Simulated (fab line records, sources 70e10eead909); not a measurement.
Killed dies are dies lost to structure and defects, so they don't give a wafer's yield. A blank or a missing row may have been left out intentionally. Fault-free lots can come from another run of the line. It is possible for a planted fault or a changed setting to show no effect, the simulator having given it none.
Struck lot and sound lot, side by side :: flow nand_harc :: 15 steps out of a route of 1302
Sound: these wafers, L616.3, L616.4, L616.6. Struck: wafers L635.3, L635.5 (left out: L635.6, a lot-mate that was not struck); the cause follows at the end.
At each step with rows: each side's tool, then ch and its chambers, then its first start. Under that, the readings that differ: sound wafers :: struck wafers :: difference of the means :: sigmas: that difference in standard deviations of wafers without a fault.
alike: words and numbers the same on both sides, and readings whose means are apart by under 2 such deviations; not compared: readings that were withheld, readings missing a value for some wafer, numbers with overlapping values and no deviation given by the record, and bounds like >300 which may hide the same value.
Wherever a step has rows on one side only, a row that says differs or no value, or a row with sigmas, the two part there. Non-overlapping numbers with no deviation appear without sigmas and do not part them. A reading missing from all wafers of one side parts the sides only when that side holds two or more wafers.

first, 1 step without rows for these wafers: NHARC_A_CONTACT_ETCH_77 (etches the open film in CF4/CHF3, target depth 108.9 nm, time 54.5 s).
NHARC_A_CONTACT_ETCH_78: etches the open film in O2/COS, target depth 5300 nm, time 1378 s.
  sound on rie_diel-05 ch 1,3; struck on rie_diel-05 ch 0
  alike: drypump_motor_current_A, oes_product_au, rf_vpp_V, run_length_s, showerhead_plenum_p_Torr, throttle_valve_pct
  not compared: rf_hours_counter_h
NHARC_A_CONTACT_ETCH_124: etches the open film in C4F8/O2/Ar, time 140 s, target depth 700 nm.
  sound on har_cap_etch-01 ch 0,1, day 22 21:20; struck on har_cap_etch-03 ch 0,1, day 30 17:29
  alike: run_length_s
  not compared: rf_hours_counter_h
then, 1 step without rows for these wafers: NHARC_A_CONTACT_ETCH_125 (etches the open film in C4F8/O2/Ar, time 197 s, target depth 1918 nm).
NHARC_A_CONTACT_ETCH_126: etches the open film in C4F8/O2/Ar, time 197 s, target depth 1918 nm.
  sound on har_cap_etch-01 ch 0,1, day 22 21:42; struck on har_cap_etch-03 ch 0,1, day 30 17:52
  alike: run_length_s
  not compared: rf_hours_counter_h
NHARC_A_CONTACT_ETCH_127: etches the open film in C4F8/O2/Ar, time 197 s, target depth 1918 nm.
  sound on har_cap_etch-01 ch 0,1, day 22 21:53; struck on har_cap_etch-03 ch 0,1, day 30 18:02
  alike: run_length_s
  not compared: rf_hours_counter_h
NHARC_A_CONTACT_ETCH_128: etches the open film in C4F8/O2/Ar, time 197 s, target depth 1918 nm.
  sound on har_cap_etch-01 ch 0,1, day 22 22:04; struck on har_cap_etch-03 ch 0,1, day 30 18:12
  alike: run_length_s
  not compared: rf_hours_counter_h
then, 5 steps without rows for these wafers: NHARC_A_CONTACT_ETCH_129 (etches the open film in C4F8/O2/Ar, time 197 s, target depth 1918 nm); NHARC_A_CONTACT_ETCH_130 (etches the open film in C4F8/O2/Ar, time 197 s, target depth 1918 nm); NHARC_A_CONTACT_ETCH_131 (etches the open film in C4F8/O2/Ar, time 197 s, target depth 1918 nm); NHARC_A_CONTACT_ETCH_132 (etches the open film in C4F8/O2/Ar, time 197 s, target depth 1924 nm); NHARC_A_CONTACT_ETCH_133 (etches the open film in C4F8/O2/Ar, time 374 s, target depth 1610 nm).
NHARC_A_CONTACT_ETCH_91: etches the open film in CH3F/O2, target depth 40 nm, time 85.7 s.
  sound on rie_diel-05 ch 0,1,2, day 22 23:41; struck on rie_diel-05 ch 0, day 30 19:50
reading: run_length_s (s)
sound: 106.8 107.0 106.8
struck: 68.8 69.0
difference: -38.0
sigmas: -68
  alike: drypump_motor_current_A, oes_product_au, rf_vpp_V, showerhead_plenum_p_Torr, throttle_valve_pct
  not compared: rf_hours_counter_h
then, 1 step without rows for these wafers: NHARC_A_CONTACT_ETCH_97 (etches the open film in C4F6/O2, target depth 20 nm, time 10 s).
-- record jumps: 2 days between struck wafers' starts before vs after; left off in module A_CONTACT, resumes in module END, first step shown is number 1302 of the route --
NHARC_END_SORT_01:
  the record has rows for the struck wafers here (prober-02 ch 0, day 33 05:27) and none for the sound ones

== WHERE THEY PART ==
Earliest at NHARC_A_CONTACT_ETCH_91; latest, in this record, at NHARC_END_SORT_01.

WHY: what the simulator had put in
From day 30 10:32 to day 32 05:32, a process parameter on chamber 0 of rie_diel-05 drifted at NHARC_A_CONTACT_ETCH_91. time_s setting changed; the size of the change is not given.
